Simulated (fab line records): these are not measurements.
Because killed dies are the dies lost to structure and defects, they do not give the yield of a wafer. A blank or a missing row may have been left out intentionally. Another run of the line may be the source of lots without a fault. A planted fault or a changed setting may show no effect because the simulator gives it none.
The tool behind it: which one? ; flow nand harc ; 11 lots with 33 wafers sampled at 6 steps, on a route of 1302 steps

== WHAT EACH GAUGE READ, for each wafer ==
NHARC_A_M0_CD_MEAS_09 targets a cd of 80 nm.
lot;measured;on;cd nm (nm)
L245;day 22 13:38;cd sem-01;79.3 79.6 79.6
L247;day 22 20:47;cd sem-03;79.5 79.2 79.4
L248;day 23 19:39;cd sem-03;79.6 79.4 79.5
L249;day 23 20:07;cd sem-01;78.7 78.5 79.1
L250;day 24 02:33;cd sem-02;79.3 79.0 79.7
L252;day 25 17:43;cd sem-02;78.5 79.2 78.7
L253;day 26 14:44;cd sem-03;108.4 107.9 108.4
L255;day 26 18:08;cd sem-03;103.4 103.8 102.5
L259;day 28 15:40;cd sem-02;79.2 80.3 80.3
L265;day 31 20:40;cd sem-03;79.4 79.7 80.0
L268;day 32 02:04;cd sem-01;79.2 78.8 79.1

NHARC_A_M0_OVL_MEAS_10: pitch 160 nm.
lot;measured;on;overlay x nm (nm);overlay y nm (nm)
L245;day 22 13:44;overlay-02;0.1 0.6 0.4;0.0 0.5 -0.5
L247;day 22 20:52;overlay-02;0.7 0.7 0.8;-1.8 -0.9 -1.2
L248;day 23 19:44;overlay-01;-0.1 -0.4 -0.3;0.4 0.7 0.9
L249;day 23 20:12;overlay-01;-1.5 -1.4 -1.3;-0.6 -0.1 -0.4
L250;day 24 02:38;overlay-02;0.2 0.3 0.2;0.8 0.5 0.3
L252;day 25 17:48;overlay-01;-0.6 -0.4 -0.4;1.0 0.8 0.8
L253;day 26 14:50;overlay-02;0.9 0.9 0.9;-0.9 -0.4 -0.9
L255;day 26 18:13;overlay-01;-0.6 -0.1 -0.3;1.1 0.9 0.5
L259;day 28 15:46;overlay-02;-0.9 -0.4 -0.2;0.3 0.7 0.5
L265;day 31 20:45;overlay-02;-0.6 -1.2 -1.3;1.1 1.3 1.6
L268;day 32 02:09;overlay-01;0.3 -0.1 0.4;-0.1 0.1 -0.5

NHARC_END_SORT_01.
lot;measured;on;defect limited yield (%);killed at array;killed at other;killed at periphery;killed dies;killed open;killed short;sort_bin_2_pct (%);sort_bin_3_pct (%);sort_bin_4_pct (%);sort n pass;sort rim yield pct (%);sort yield pct (%)
L255;day 28 17:08;prober-02;94.1 90.1 94.8;36 63 33;1 1 0;3 3 2;40 67 35;2 2 3;0 4 1;1.5 3.1 1.9;1.2 1.3 0.3;3.2 5.5 3.0;637 610 642;86 85 92;94.1 90.1 94.8
L259;day 30 07:08;prober-01;87.0 90.8 89.1;85 61 72;0 0 1;3 1 1;88 62 74;6 3 0;2 1 4;3.5 3.2 4.0;0.7 1.2 0.7;8.7 4.7 6.2;589 615 603;92 84 94;87.0 90.8 89.1

== TOOL THAT RAN EACH LOT (tool first, then ch and the chambers of the sampled wafers, then the start) ==
lot;NHARC_A_BLC_ETCH_16;NHARC_A_BLC_STRIP_29;NHARC_A_M0_EXPOSE_06
L245;rie diel-06 ch 2,3, day 22 09:53;rie diel-06 ch 0,2,3, day 22 10:52;arfi scanner-03 ch 0, day 22 13:30
L247;rie diel-06 ch 0,1, day 22 17:02;rie diel-06 ch 0,1, day 22 17:59;arfi scanner-01 ch 0, day 22 20:39
L248;rie diel-06 ch 0,3, day 23 15:50;rie diel-06 ch 0,2,3, day 23 16:48;arfi scanner-02 ch 0, day 23 19:31
L249;rie diel-12 ch 1,2, day 23 16:20;rie diel-04 ch 0,2,3, day 23 17:20;arfi scanner-01 ch 0, day 23 19:59
L250;rie diel-04 ch 0,2, day 23 22:47;rie diel-06 ch 1,2,3, day 23 23:44;arfi scanner-02 ch 0, day 24 02:25
L252;rie diel-04 ch 2,3, day 25 13:24;rie diel-04 ch 0,2, day 25 14:58;arfi scanner-02 ch 0, day 25 17:35
L253;rie diel-04 ch 1,2,3, day 26 10:48;rie diel-06 ch 0,1,3, day 26 11:56;arfi scanner-02 ch 0, day 26 14:37
L255;rie diel-06 ch 0,1,2, day 26 14:28;rie diel-12 ch 1,2,3, day 26 15:25;arfi scanner-02 ch 0, day 26 18:00
L259;rie diel-06 ch 0,2,3, day 28 11:55;rie diel-12 ch 0,2,3, day 28 12:52;arfi scanner-01 ch 0, day 28 15:32
L265;rie diel-04 ch 2,3, day 31 16:21;rie diel-06 ch 1,2,3, day 31 17:20;arfi scanner-03 ch 0, day 31 20:31
L268;rie diel-06 ch 2,3, day 31 22:19;rie diel-04 ch 2,3, day 31 23:16;arfi scanner-01 ch 0, day 32 01:56
- NHARC_A_BLC_ETCH_16: etches the open film in CF4, target depth 39 nm, time 65 s.
- NHARC_A_BLC_STRIP_29: strips in CF4.
- NHARC_A_M0_EXPOSE_06: exposes mask A M0, target cd 80 nm.

== WHAT THE TOOLS THEMSELVES READ (means of the sampled wafers that have a number; where no wafer has one, the mark that the record gives instead) ==
NHARC_A_BLC_ETCH_16.
lot;tool;drypump motor current A (A);mfc ar sccm (sccm);oes product au (a.u.);rf vpp V (V);showerhead plenum p Torr (Torr);throttle valve pct (%)
L245;rie diel-06;5.6;0.000;1.003;152.1;1.85;13.288
L247;rie diel-06;6.0;0.005;0.991;151.5;1.81;13.277
L248;rie diel-06;6.1;0.008;1.000;151.1;1.75;13.280
L249;rie diel-12;5.8;0.038;0.990;151.3;1.76;13.290
L250;rie diel-04;5.2;0.013;0.999;153.0;1.87;13.286
L252;rie diel-04;5.9;0.022;1.007;151.3;1.78;13.286
L253;rie diel-04;5.9;0.018;1.001;151.8;1.82;13.278
L255;rie diel-06;6.1;0.005;1.005;151.8;1.80;13.282
L259;rie diel-06;6.0;0.004;1.013;152.1;1.80;13.282
L265;rie diel-04;5.6;0.031;1.012;151.5;1.82;13.281
L268;rie diel-06;5.6;0.000;1.011;152.3;1.85;13.289

NHARC_A_BLC_STRIP_29.
lot;tool;drypump motor current A (A);mfc ar sccm (sccm);oes product au (a.u.);rf vpp V (V);showerhead plenum p Torr (Torr);throttle valve pct (%)
L245;rie diel-06;6.0;0.004;1.011;60.3;1.80;13.277
L247;rie diel-06;6.3;0.009;0.995;60.2;1.75;13.281
L248;rie diel-06;6.0;0.004;1.003;60.3;1.80;13.290
L249;rie diel-04;5.5;0.018;1.000;59.8;1.83;13.287
L250;rie diel-06;5.7;0.001;1.003;60.1;1.85;13.280
L252;rie diel-04;5.3;0.027;1.006;60.5;1.86;13.272
L253;rie diel-06;5.8;0.005;1.001;60.1;1.80;13.290
L255;rie diel-12;5.8;0.025;0.991;58.5;1.74;13.287
L259;rie diel-12;5.8;0.015;0.991;59.5;1.73;13.285
L265;rie diel-06;5.8;0.001;1.010;60.1;1.85;13.286
L268;rie diel-04;5.9;0.022;1.021;59.4;1.78;13.294

NHARC_A_M0_EXPOSE_06.
lot;tool;exposure dose mJ cm2
L245;arfi scanner-03;83.14
L247;arfi scanner-01;83.15
L248;arfi scanner-02;83.11
L249;arfi scanner-01;83.17
L250;arfi scanner-02;83.16
L252;arfi scanner-02;83.24
L253;arfi scanner-02;126.91
L255;arfi scanner-02;118.54
L259;arfi scanner-01;83.13
L265;arfi scanner-03;83.12
L268;arfi scanner-01;83.24

== THE ANSWER, worked out from the rows above alone ==
Rule: what is usual is taken from the lots themselves. The widest of any qualifying gaps counts: lots, ordered by their means at a reading, are off when they make up no more than a third of the lots, leave a main group of 4 or more, and stand apart from it by 3 or more times the standard deviation of that group's means. A main group whose means are all the same, to the digits that the tables above print for the reading, isn't used. A lot without any number at a reading at which 4 lots or more have one is off too. Any other lot the step has rows for is counted as sound. After the gauges, taken in route order, come the tools' own readings; for these a lot's mean is taken, as printed above. At the first step where some lot is off, the reading lying furthest off is the one used; lots without a number count as furthest.
Off at NHARC_A_M0_CD_MEAS_09 (cd nm): L253, L255. The main group has a mean of 79.3 nm with a standard deviation of 0.37.
If a tool, at a process step before that reading, ran all the lots that are off and no sound lot after the first of them, it fits. The gauges at NHARC_A_M0_CD_MEAS_09 aren't tried: what is off there is off at NHARC_A_M0_EXPOSE_06 too, on other tools, and a gauge's error can't cause that. One candidate fits, namely arfi scanner-02 at NHARC_A_M0_EXPOSE_06. Its last sound lot is L252 (day 25 17:35), its first lot that is off L253 (day 26 14:37): a fault that began between those two fits.
On the lots that are off, the tool's own readings at NHARC_A_M0_EXPOSE_06 differ by more than 5 times the standard deviation of the sound lots' means, which bears it out; exposure dose mJ cm2 reads 122.72 there versus 83.16 on the sound lots.

== WHAT THE SIMULATOR HAD INSERTED ==
Process parameters drifting: arfi scanner-02 at NHARC_A_M0_EXPOSE_06, beginning at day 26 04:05. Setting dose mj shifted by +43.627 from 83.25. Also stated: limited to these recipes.
Struck lots among those shown: L253, L255. The rule given above showed the same thing.
